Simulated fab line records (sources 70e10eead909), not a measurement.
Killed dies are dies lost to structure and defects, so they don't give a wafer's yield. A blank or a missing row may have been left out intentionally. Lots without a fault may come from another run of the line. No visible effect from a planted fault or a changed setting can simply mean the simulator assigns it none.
fab line records	flow nandHarc
record lots=7	wafers=21	lastDay=24
route steps=1159 shown A_STAIRCASE@729 END@1159
lots with no fault: from the same line, run without faults
startH: hours from the record's opening day to when the first of the lot's shown wafers began	waitH: hours from the lot's prior step to this one	" same as the row above	L1.1+2: several wafers, shown together as one row	- no value, or no start was given	* or withheld: withheld	< > ~ a bound
route shown NAME@n: a module of which the file shows steps, and the number in the route of the first	usual: mean and standard deviation over wafers with no fault	same: alike in all rows	chamber/n: place in a boat	sites: readings site by site	_std_site: how widely they spread, as a standard deviation	_edge_site: outer sites' mean less inner sites'	radiusMm: for every site, how far away it sits from the centre of the wafer	mask NAME#n: copy n	behind: the tool/chamber that last shaped the wafer	hold: cause of the lot's hold/its duration in hours/its outcome	device: the n, p or np transistor that did not switch	end of line: at the end of the route, the tests of the same wafers	step lacking rows: just its recipe	killed: dies lost to structure and defects at the first sort, not the wafer's yield	map: a wafer's dies, marking killed ones x, the rest . and places with no die _
set.NAME: the setting the step ran with; set.NAME@STEP: the setting that earlier step ran with	model.NAME: the simulator's own value behind a step, which no gauge read
certain route steps with their lots: each step a table, each wafer a row
services: the hour from which a tool's chamber was out of use, counted from the record's first day as startH (under 0 if before that day), plus the number of hours and why
## steps
# step NHARC_A_STAIRCASE_STRIP_446
# recipe powerW=1500	tempC=250	chemistry=O2
# usual drypumpMotorCurrentA=5.6/0.34	heaterPowerW=345/11
lot.wafer	tool	chamber	startH	waitH	drypumpMotorCurrentA	heaterPowerW	rfHoursCounterH
L597.1	plasmaAsher-02	1	308.33	0.5	6.1	352	40
L597.5	"	0	"	"	5.5	361	-
L597.6	"	1	"	"	6.1	348	-
L601.3	plasmaAsher-02	1	339.02	0.5	6.1	360	-
L601.4	"	0	"	"	5.5	347	-
L601.6	"	1	"	"	6.1	357	-
L612.2	plasmaAsher-01	0	397.26	0.5	5.2	349	42
L612.5	"	0	"	"	5.2	351	-
L612.6	"	1	"	"	5.7	346	-
L611.1	plasmaAsher-02	1	398.00	0.0	6.1	334	10
L611.4	"	1	"	"	6.1	337	-
L611.6	"	1	"	"	6.1	342	-
L614.2	plasmaAsher-02	0	407.67	0.0	5.5	328	12
L614.1	"	1	"	"	6.1	331	12
L614.4	"	0	"	"	5.5	319	-
L615.1	plasmaAsher-01	0	421.53	0.2	5.2	352	48
L615.5	"	0	"	"	5.2	352	-
L615.6	"	1	"	"	5.7	350	-
L617.1	plasmaAsher-01	1	435.20	0.1	5.7	349	52
L617.4	"	1	"	"	5.7	359	-
L617.6	"	0	"	"	5.2	354	-
# step NHARC_A_STAIRCASE_STRIP_447
# recipe timeS=900	tempC=130	chemistry=SPM
# step NHARC_A_STAIRCASE_PRECLEAN_448
# recipe timeS=*	tempC=50	bathAgeMin=0	chemistry=SC1
# step NHARC_A_STAIRCASE_SRD_449
# step NHARC_A_STAIRCASE_CMP_450
# recipe targetThkNm=200	material=SiO2
# usual motorCurrentA=11.5/1	slurryFilterDpKPa=13.52/0.15
lot.wafer	tool	chamber	startH	waitH	motorCurrentA	slurryFilterDpKPa
L597.1	cmp-04	1	309.11	-	10.9	13.58
L597.5	"	3	"	"	10.3	13.48
L597.6	"	0	"	"	11.5	13.53
L601.3	cmp-02	0	339.75	-	11.5	13.39
L601.4	"	2	"	"	10.0	13.56
L601.6	"	0	"	"	12.3	13.43
L612.2	cmp-03	0	398.06	-	13.3	13.83
L612.6	"	0	"	"	13.1	13.73
L612.5	"	1	"	"	11.7	13.60
L611.1	cmp-04	0	398.82	-	12.1	13.38
L611.4	"	2	"	"	11.4	13.39
L611.6	"	0	"	"	11.8	13.39
L614.2	cmp-04	1	408.48	-	10.5	13.62
L614.4	"	2	"	"	11.6	13.66
L614.1	"	3	"	"	10.4	13.32
L615.1	cmp-03	0	422.37	-	13.1	13.57
L615.6	"	2	"	"	11.6	13.55
L615.5	"	3	"	"	11.8	13.48
L617.1	cmp-04	0	435.97	-	12.4	13.57
L617.4	"	2	"	"	11.6	13.44
L617.6	"	3	"	"	10.8	13.42
# step NHARC_A_STAIRCASE_CMP_152
# usual motorCurrentA=11.6/1	slurryFilterDpKPa=13.51/0.14
lot.wafer	tool	chamber	startH	waitH	motorCurrentA	slurryFilterDpKPa
L597.1	cmp-04	1	309.18	0.1	10.8	13.48
L597.5	"	3	"	"	10.3	13.71
L597.6	"	0	"	"	12.5	13.61
L601.3	cmp-02	0	339.83	0.1	12.2	13.31
L601.4	"	2	"	"	9.4	13.42
L601.6	"	0	"	"	12.5	13.61
L612.2	cmp-03	0	398.13	0.1	14.0	13.62
L612.6	"	0	"	"	13.2	13.52
L612.5	"	1	"	"	12.7	13.44
L611.1	cmp-04	0	398.90	0.1	12.7	13.37
L611.4	"	2	"	"	11.4	13.29
L611.6	"	0	"	"	12.6	13.50
L614.2	cmp-04	1	408.55	0.1	10.8	13.39
L614.4	"	2	"	"	11.6	13.56
L614.1	"	3	"	"	9.8	13.88
L615.1	cmp-03	0	422.44	0.1	13.1	13.39
L615.6	"	2	"	"	11.1	13.46
L615.5	"	3	"	"	11.7	13.48
L617.1	cmp-04	0	436.04	0.1	12.6	13.53
L617.4	"	2	"	"	11.6	13.39
L617.6	"	3	"	"	10.5	13.59
# step NHARC_A_STAIRCASE_SRD_154
# step NHARC_A_STAIRCASE_ETCH_403
# recipe targetDepthA=1082	chemistry=dHF	material=SiO2
# step NHARC_A_STAIRCASE_ETCHBACK_422
# recipe targetDepthA=400	overEtchFrac=0.3	timeS=74.286	ionEnergyEv=120	ch3fFlowSccm=50	o2FlowSccm=30	arFlowSccm=200	rfW=500	biasW=100	chemistry=CH3F/O2
# usual biasW=99.9/0.31	ch3fFlowSccm=50.00/0.15	drypumpMotorCurrentA=5.7/0.35	mfcArSccm=199.9/0.58	oesProductAu=0.98/0.036	rfFwdPowerW=496.3/1.7	rfVppV=244.5/1.5	showerheadPlenumPTorr=2.47/0.09	throttleValvePct=20.663/0.0092
# same timeS=74.286
lot.wafer	tool	chamber	startH	waitH	biasW	ch3fFlowSccm	drypumpMotorCurrentA	mfcArSccm	oesProductAu	rfFwdPowerW	rfHoursCounterH	rfVppV	showerheadPlenumPTorr	throttleValvePct
L597.1	rieDiel-01	0	309.64	0.2	99.6	49.85	5.3	200.2	1.00	496.0	57	244.9	2.50	20.665
L597.5	"	3	"	"	100.0	50.04	6.1	200.6	1.00	494.6	-	244.3	2.50	20.656
L597.6	"	0	"	"	99.9	49.89	5.4	200.2	0.98	495.3	-	244.4	2.50	20.646
L601.3	rieDiel-13	1	340.28	0.1	99.8	49.85	5.5	199.5	1.01	495.2	21	244.8	2.49	20.664
L601.4	"	3	"	"	100.5	50.15	5.5	200.3	1.00	495.3	22	243.1	2.39	20.650
L601.6	"	1	"	"	99.9	50.02	5.5	200.1	1.01	494.8	-	244.2	2.49	20.668
L612.2	rieDiel-01	0	398.63	0.2	99.7	49.82	5.4	200.6	0.91	498.2	30	243.4	2.48	20.665
L612.5	"	1	"	"	100.3	49.85	5.9	198.9	0.92	494.6	-	243.6	2.30	20.661
L612.6	"	2	"	"	100.7	49.98	5.8	200.6	0.93	495.8	-	246.3	2.57	20.681
L611.4	rieDiel-11	3	399.35	0.1	99.8	50.03	5.8	199.7	0.99	495.3	9	244.9	2.54	20.663
L611.1	"	1	"	"	99.9	49.95	5.8	199.5	0.98	495.2	8	243.4	2.39	20.662
L611.6	"	3	"	"	100.3	50.06	5.8	198.7	0.99	497.3	-	246.6	2.54	20.669
L614.2	rieDiel-11	3	409.02	0.1	100.4	49.95	5.8	199.9	0.99	498.4	12	245.6	2.54	20.643
L614.4	"	1	"	"	99.6	49.83	5.8	199.2	0.98	496.6	11	242.1	2.39	20.660
L614.1	"	2	"	"	99.8	50.00	5.6	199.7	1.01	496.7	11	243.4	2.36	20.657
L615.1	rieDiel-01	0	422.88	0.1	100.1	50.16	5.4	199.3	0.98	497.3	39	243.6	2.48	20.666
L615.6	"	0	"	"	99.9	49.92	5.4	200.0	0.98	494.8	-	244.1	2.48	20.664
L615.5	"	1	"	"	100.2	50.11	5.9	200.7	1.00	493.0	-	240.8	2.30	20.663
L617.1	rieDiel-11	2	436.49	0.1	99.9	49.93	5.6	200.0	0.91	500.3	19	243.0	2.36	20.650
L617.4	"	3	"	"	100.1	50.22	5.8	200.0	0.91	494.8	23	246.6	2.53	20.662
L617.6	"	3	"	"	99.9	50.19	5.8	200.1	0.92	496.2	-	242.4	2.53	20.667
# step NHARC_A_STAIRCASE_ETCH_423
# recipe targetDepthA=300	chemistry=dHF	material=SiO2
# step NHARC_A_STAIRCASE_ETCHBACK_157
# recipe targetDepthA=900	overEtchFrac=0.3	timeS=167.14	ionEnergyEv=120	ch3fFlowSccm=50	o2FlowSccm=30	arFlowSccm=200	rfW=500	biasW=100	chemistry=CH3F/O2
# usual biasW=99.95/0.29	ch3fFlowSccm=50.00/0.14	drypumpMotorCurrentA=5.7/0.38	mfcArSccm=199.9/0.56	oesProductAu=0.97/0.037	rfFwdPowerW=498.1/1.6	rfVppV=244.7/1.5	showerheadPlenumPTorr=2.48/0.09	throttleValvePct=20.663/0.0098	timeS=167.14/0
lot.wafer	tool	chamber	startH	waitH	biasW	ch3fFlowSccm	drypumpMotorCurrentA	mfcArSccm	oesProductAu	rfFwdPowerW	rfHoursCounterH	rfVppV	showerheadPlenumPTorr	throttleValvePct	timeS
L597.1	rieDiel-01	1	309.99	0.1	99.89	50.01	5.8	201.0	1.01	496.4	57	244.1	2.31	20.662	167.14
L597.6	"	1	"	"	99.62	49.99	5.8	200.1	1.00	496.1	-	243.2	2.31	20.661	167.14
L597.5	"	2	"	"	100.28	50.02	5.8	199.3	1.02	499.7	-	246.1	2.58	20.669	167.14
L601.3	rieDiel-13	1	340.66	0.2	99.86	50.06	5.5	199.4	1.01	497.0	21	244.5	2.49	20.670	167.14
L601.4	"	2	"	"	99.55	49.90	5.2	200.2	1.01	499.4	22	244.1	2.48	20.675	167.14
L601.6	"	1	"	"	100.27	50.10	5.5	199.5	1.02	497.9	-	245.5	2.49	20.656	167.14
L612.2	rieDiel-13	1	398.98	0.2	-	-	-	-	-	-	-	-	-	-	-
L612.5	"	0	"	"	-	-	-	-	-	-	-	-	-	-	-
L612.6	"	1	"	"	-	-	-	-	-	-	-	-	-	-	-
L611.4	rieDiel-13	1	399.77	0.2	-	-	-	-	-	-	-	-	-	-	-
L611.1	"	3	"	"	-	-	-	-	-	-	-	-	-	-	-
L611.6	"	2	"	"	-	-	-	-	-	-	-	-	-	-	-
L614.4	rieDiel-11	2	409.38	0.2	-	-	-	-	-	-	-	-	-	-	-
L614.1	"	0	"	"	-	-	-	-	-	-	-	-	-	-	-
L614.2	"	1	"	"	-	-	-	-	-	-	-	-	-	-	-
L615.1	rieDiel-13	3	423.27	0.2	99.72	49.98	5.5	200.2	0.98	498.6	55	243.5	2.38	20.679	167.14
L615.5	"	1	"	"	99.83	49.84	5.5	200.2	1.00	499.0	-	243.3	2.48	20.669	167.14
L615.6	"	2	"	"	99.76	49.86	5.2	200.2	1.01	498.7	-	244.2	2.47	20.655	167.14
L617.1	rieDiel-11	1	436.86	0.2	99.61	50.14	5.8	199.8	0.92	497.8	20	242.3	2.38	20.665	167.14
L617.4	"	2	"	"	99.87	49.95	5.6	200.2	0.95	497.0	19	242.5	2.36	20.675	167.14
L617.6	"	1	"	"	100.04	50.25	5.8	199.4	0.91	497.9	-	244.1	2.38	20.663	167.14
# step NHARC_A_STAIRCASE_STRIP_475
# recipe timeS=20	o2FlowSccm=500	arFlowSccm=0	biasW=0	chemistry=O2
# usual drypumpMotorCurrentA=5.7/0.41	mfcArSccm=0.006/0.01	oesProductAu=1.002/0.014	rfVppV=57.9/0.82	showerheadPlenumPTorr=3.55/0.13	throttleValvePct=17.037/0.0092
# same timeS=20
lot.wafer	tool	chamber	startH	waitH	drypumpMotorCurrentA	mfcArSccm	oesProductAu	rfHoursCounterH	rfVppV	showerheadPlenumPTorr	throttleValvePct
L597.1	rieDiel-01	0	-	-	5.4	0.018	0.997	57	56.9	3.58	17.040
L597.6	"	1	"	"	5.9	0.024	1.004	-	56.9	3.33	17.029
L597.5	"	2	"	"	5.8	0.035	1.021	-	57.2	3.70	17.060
L601.3	rieDiel-13	3	-	-	5.5	0	0.995	22	57.5	3.43	17.035
L601.4	"	0	"	"	6.7	0	1.018	21	58.2	3.76	17.035
L601.6	"	1	"	"	5.5	0	1.002	-	58.6	3.57	17.040
L612.2	rieDiel-13	1	399.16	0.2	5.5	0	0.998	47	57.9	3.56	17.045
L612.6	"	3	"	"	5.5	0	0.992	-	59.1	3.42	17.030
L612.5	"	0	"	"	6.7	0	1.027	-	59.4	3.75	17.035
L611.1	rieDiel-13	3	400.01	0.2	5.5	0	0.982	47	57.8	3.42	17.022
L611.4	"	1	"	"	5.5	0	1.000	47	58.4	3.56	17.034
L611.6	"	2	"	"	5.2	0.000	1.018	-	57.4	3.54	17.037
L614.2	rieDiel-11	1	409.56	0.1	5.8	0	0.985	11	57.8	3.43	17.021
L614.4	"	2	"	"	5.6	0.004	1.010	11	57.9	3.39	17.029
L614.1	"	0	"	"	5.4	0	1.000	12	56.8	3.68	17.037
L615.1	rieDiel-13	3	-	-	5.5	0	0.998	56	56.9	3.42	17.044
L615.6	"	3	"	"	5.5	0	0.991	-	58.4	3.42	17.050
L615.5	"	0	"	"	6.7	0	1.026	-	58.3	3.74	17.029
L617.4	rieDiel-11	2	-	-	5.6	0.004	1.009	19	57.4	3.39	17.056
L617.1	"	0	"	"	5.5	0	1.004	23	57.9	3.68	17.048
L617.6	"	3	"	"	5.8	0.020	0.991	-	58.7	3.63	17.039
# step NHARC_END_SORT_01
# recipe tempC=25
# usual killedAtArray=27/9.9	killedAtOther=0.5/0.76	killedAtPeriphery=3.4/2.2	killedDies=31/10	killedOpen=3.3/2	killedShort=2.0/1.5
# same grossDies=677
lot.wafer	tool	chamber	startH	waitH	killedAtArray	killedAtOther	killedAtPeriphery	killedDies	killedOpen	killedShort
L601.3	prober-02	0	493.31	3.1	19	0	5	24	3	1
L601.4	prober-02	0	494.11	3.4	22	0	0	22	0	2
L601.6	prober-02	0	495.73	4.0	27	1	2	30	4	3
L611.1	prober-02	0	531.29	2.5	673	1	3	677	4	3
L611.4	prober-02	0	533.68	3.4	675	1	1	677	1	4
L611.6	prober-02	0	535.27	4.0	672	3	2	677	4	2
L612.2	prober-01	0	532.08	2.8	670	0	7	677	1	2
L612.5	prober-01	0	534.51	3.7	672	0	5	677	5	1
L612.6	prober-01	0	535.32	4.1	669	1	7	677	5	3
L614.1	prober-02	0	541.45	2.5	671	0	6	677	7	1
L614.2	prober-02	0	542.24	2.8	674	1	2	677	4	5
L614.4	prober-02	0	543.82	3.4	674	0	3	677	5	3
# killed by level:class
L601.3 A_SLIT:chamberFilmFlake=7 P_ZERO_WELL:chamberFilmFlake=3 A_CHANNEL_HOLE_D1:chamberFilmFlake=3 A_CHANNEL_FILL_D1:geometricParticle:open=2 A_CONTACT:chamberFilmFlake=2 A_BLC:chamberFilmFlake=2 P_CONTACT:geometricParticle:open=1 A_SLIT:geometricParticle:short=1
L601.4 A_SLIT:chamberFilmFlake=7 A_CHANNEL_HOLE_D1:chamberFilmFlake=5 A_STAIRCASE:chamberFilmFlake=5 A_CHANNEL_FILL_D1:geometricParticle:short=1 A_WL_FILL:geometricParticle:short=1 A_CHANNEL_FILL_D1:chamberFilmFlake=1 A_CONTACT:chamberFilmFlake=1 A_BLC:chamberFilmFlake=1
L601.6 A_SLIT:chamberFilmFlake=11 A_STAIRCASE:chamberFilmFlake=4 A_CHANNEL_HOLE_D1:chamberFilmFlake=2 A_CHANNEL_FILL_D1:chamberFilmFlake=2 A_CHANNEL_FILL_D1:geometricParticle:short=1 A_SGD_CUT:geometricParticle:short=1 A_WL_FILL:geometricParticle:short=1 A_WL_FILL:geometricParticle:open=1
L611.1 A_STAIRCASE:areaEtchback=635 A_SLIT:chamberFilmFlake=18 A_CHANNEL_HOLE_D1:chamberFilmFlake=6 A_STAIRCASE:chamberFilmFlake=4 A_CONTACT:geometricParticle:open=2 P_CONTACT:chamberFilmFlake=2 A_ZERO_WELL:chamberFilmFlake=2 A_CONTACT:chamberFilmFlake=2
L612.2 A_STAIRCASE:areaEtchback=637 A_CHANNEL_HOLE_D1:chamberFilmFlake=26 P_M0:chamberFilmFlake=3 A_CONTACT:chamberFilmFlake=3 P_BONDPAD:chamberFilmFlake=2 P_M1:geometricParticle:short=1 A_CHANNEL_FILL_D1:geometricParticle:short=1 A_M1:geometricParticle:open=1
L611.4 A_STAIRCASE:areaEtchback=637 A_SLIT:chamberFilmFlake=15 A_CHANNEL_HOLE_D1:chamberFilmFlake=8 A_CONTACT:chamberFilmFlake=5 A_ONON_D1:geometricParticle:short=2 A_STAIRCASE:chamberFilmFlake=2 A_SOURCE_PLATE:geometricParticle:short=1 A_CONTACT:geometricParticle:short=1
L612.5 A_STAIRCASE:areaEtchback=641 A_CHANNEL_HOLE_D1:chamberFilmFlake=19 A_CONTACT:chamberFilmFlake=5 P_ZERO_WELL:chamberFilmFlake=2 P_CONTACT:geometricParticle:open=1 A_CHANNEL_FILL_D1:geometricParticle:short=1 A_CHANNEL_FILL_D1:geometricParticle:open=1 A_WL_FILL:geometricParticle:open=1
L611.6 A_STAIRCASE:areaEtchback=641 A_SLIT:chamberFilmFlake=14 A_CHANNEL_HOLE_D1:chamberFilmFlake=6 A_CONTACT:chamberFilmFlake=4 THIN_TSV:chamberFilmFlake=3 A_STAIRCASE:chamberFilmFlake=2 P_M0:geometricParticle:short=1 P_M0:geometricParticle:open=1
L612.6 A_STAIRCASE:areaEtchback=636 A_CHANNEL_HOLE_D1:chamberFilmFlake=21 A_CONTACT:chamberFilmFlake=5 P_BONDPAD:chamberFilmFlake=3 P_M0:geometricParticle:open=2 A_WL_FILL:geometricParticle:short=2 A_STAIRCASE:geometricParticle:open=1 A_WL_FILL:geometricParticle:open=1
L614.1 A_STAIRCASE:areaEtchback=653 A_CHANNEL_HOLE_D1:chamberFilmFlake=9 A_STAIRCASE:chamberFilmFlake=2 A_CONTACT:chamberFilmFlake=2 P_CONTACT:geometricParticle:short=1 P_CONTACT:geometricParticle:open=1 P_M0:geometricParticle:open=1 P_M2:geometricParticle:open=1
L614.2 A_STAIRCASE:areaEtchback=650 A_CHANNEL_HOLE_D1:chamberFilmFlake=10 A_STAIRCASE:chamberFilmFlake=3 A_CONTACT:geometricParticle:open=2 A_M0:geometricParticle:short=2 A_CONTACT:chamberFilmFlake=2 P_GATE:geometricParticle:open=1 A_SOURCE_PLATE:geometricParticle:short=1
L614.4 A_STAIRCASE:areaEtchback=651 A_CHANNEL_HOLE_D1:chamberFilmFlake=11 A_CONTACT:geometricParticle:open=3 A_STAIRCASE:chamberFilmFlake=3 A_CONTACT:chamberFilmFlake=2 P_GATE:geometricParticle:short=1 P_CONTACT:geometricParticle:open=1 A_CHANNEL_HOLE_D1:geometricParticle:open=1
# map L611.1 (x killed, . not)
____________x____________
_________xxxxxxx_________
_______xxxxxxxxxxx_______
______xxxxxxxxxxxxx______
_____xxxxxxxxxxxxxxx_____
____xxxxxxxxxxxxxxxxx____
____xxxxxxxxxxxxxxxxx____
___xxxxxxxxxxxxxxxxxxx___
___xxxxxxxxxxxxxxxxxxx___
__xxxxxxxxxxxxxxxxxxxxx__
__xxxxxxxxxxxxxxxxxxxxx__
_xxxxxxxxxxxxxxxxxxxxxxx_
_xxxxxxxxxxxxxxxxxxxxxxx_
_xxxxxxxxxxxxxxxxxxxxxxx_
_xxxxxxxxxxxxxxxxxxxxxxx_
_xxxxxxxxxxxxxxxxxxxxxxx_
xxxxxxxxxxxxxxxxxxxxxxxxx
xxxxxxxxxxxxxxxxxxxxxxxxx
xxxxxxxxxxxxxxxxxxxxxxxxx
xxxxxxxxxxxxxxxxxxxxxxxxx
xxxxxxxxxxxxxxxxxxxxxxxxx
_xxxxxxxxxxxxxxxxxxxxxxx_
_xxxxxxxxxxxxxxxxxxxxxxx_
_xxxxxxxxxxxxxxxxxxxxxxx_
_xxxxxxxxxxxxxxxxxxxxxxx_
_xxxxxxxxxxxxxxxxxxxxxxx_
__xxxxxxxxxxxxxxxxxxxxx__
__xxxxxxxxxxxxxxxxxxxxx__
___xxxxxxxxxxxxxxxxxxx___
___xxxxxxxxxxxxxxxxxxx___
____xxxxxxxxxxxxxxxxx____
____xxxxxxxxxxxxxxxxx____
_____xxxxxxxxxxxxxxx_____
______xxxxxxxxxxxxx______
_______xxxxxxxxxxx_______
_________xxxxxxx_________
____________x____________
# map L612.2 (x killed, . not)
____________x____________
_________xxxxxxx_________
_______xxxxxxxxxxx_______
______xxxxxxxxxxxxx______
_____xxxxxxxxxxxxxxx_____
____xxxxxxxxxxxxxxxxx____
____xxxxxxxxxxxxxxxxx____
___xxxxxxxxxxxxxxxxxxx___
___xxxxxxxxxxxxxxxxxxx___
__xxxxxxxxxxxxxxxxxxxxx__
__xxxxxxxxxxxxxxxxxxxxx__
_xxxxxxxxxxxxxxxxxxxxxxx_
_xxxxxxxxxxxxxxxxxxxxxxx_
_xxxxxxxxxxxxxxxxxxxxxxx_
_xxxxxxxxxxxxxxxxxxxxxxx_
_xxxxxxxxxxxxxxxxxxxxxxx_
xxxxxxxxxxxxxxxxxxxxxxxxx
xxxxxxxxxxxxxxxxxxxxxxxxx
xxxxxxxxxxxxxxxxxxxxxxxxx
xxxxxxxxxxxxxxxxxxxxxxxxx
xxxxxxxxxxxxxxxxxxxxxxxxx
_xxxxxxxxxxxxxxxxxxxxxxx_
_xxxxxxxxxxxxxxxxxxxxxxx_
_xxxxxxxxxxxxxxxxxxxxxxx_
_xxxxxxxxxxxxxxxxxxxxxxx_
_xxxxxxxxxxxxxxxxxxxxxxx_
__xxxxxxxxxxxxxxxxxxxxx__
__xxxxxxxxxxxxxxxxxxxxx__
___xxxxxxxxxxxxxxxxxxx___
___xxxxxxxxxxxxxxxxxxx___
____xxxxxxxxxxxxxxxxx____
____xxxxxxxxxxxxxxxxx____
_____xxxxxxxxxxxxxxx_____
______xxxxxxxxxxxxx______
_______xxxxxxxxxxx_______
_________xxxxxxx_________
____________x____________
## services
tool	chamber	startH	hours	kind
rieDiel-13	0	285.27	-	clean
rieDiel-13	1	285.27	-	clean
rieDiel-13	1	285.27	-	consumableReplace:focusRing
rieDiel-13	2	285.27	-	clean
rieDiel-13	3	285.27	-	clean
rieDiel-13	3	285.27	-	consumableReplace:focusRing
rieDiel-01	2	296.42	3.8	repair
cmp-04	-	301.07	4.0	pm
rieDiel-13	0	309.77	-	clean
rieDiel-01	-	314.88	9.0	pm
cmp-02	-	324.59	4.0	pm
cmp-03	-	326.27	0.4	repair
cmp-02	-	337.76	0.3	repair
cmp-04	-	338.99	5.2	repair
cmp-03	-	352.00	4.0	pm
plasmaAsher-02	-	360.11	9.0	pm
rieDiel-01	2	362.64	2.9	repair
rieDiel-11	-	366.50	9.0	pm
cmp-03	-	387.93	0.4	repair
cmp-04	-	399.07	4.0	pm
cmp-02	-	405.59	0.5	repair
rieDiel-13	-	407.12	0.5	repair
cmp-02	-	422.62	4.0	pm
rieDiel-01	2	423.97	50.2	repair
## key
firstSign step=NHARC_A_STAIRCASE_ETCHBACK_157	reading=toolRecord	direction=missing
effect step=NHARC_END_SORT_01	reading=killedAtArray	direction=up	sigmas=65	usual=27	struck=672
moreKillsBornAt NHARC_A_STAIRCASE_ETCHBACK_157@rieDiel-13=3827	NHARC_A_STAIRCASE_ETCHBACK_157@rieDiel-11=1954
metAt NHARC_A_STAIRCASE_ETCHBACK_157
struckWafers L611.1,L611.4,L611.6,L612.2,L612.5,L612.6,L614.1,L614.2,L614.4
laterRowsLeftOut L611.1,L611.4,L611.6,L612.2,L612.5,L612.6,L614.1,L614.2,L614.4
testerLeftOut L611,L612,L614
onsetBetween 340.66 398.98
fault kind=skippedStepWhole	tool=rieDiel-11,rieDiel-13	chamber=-	onsetH=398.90	steps=NHARC_A_STAIRCASE_ETCHBACK_157	scope=struckLotsOnly
# testerLeftOut: of these lots the tester's yield and bins aren't shown, on N5 and GAA mostly nor the transistor test; their killed dies are dies lost to structure and defects alone, not to doping, threshold or leakage, so they don't give the yield
# laterRowsLeftOut: the simulator's readings of these wafers behind a module that went badly wrong aren't trusted and aren't shown, but for the sort
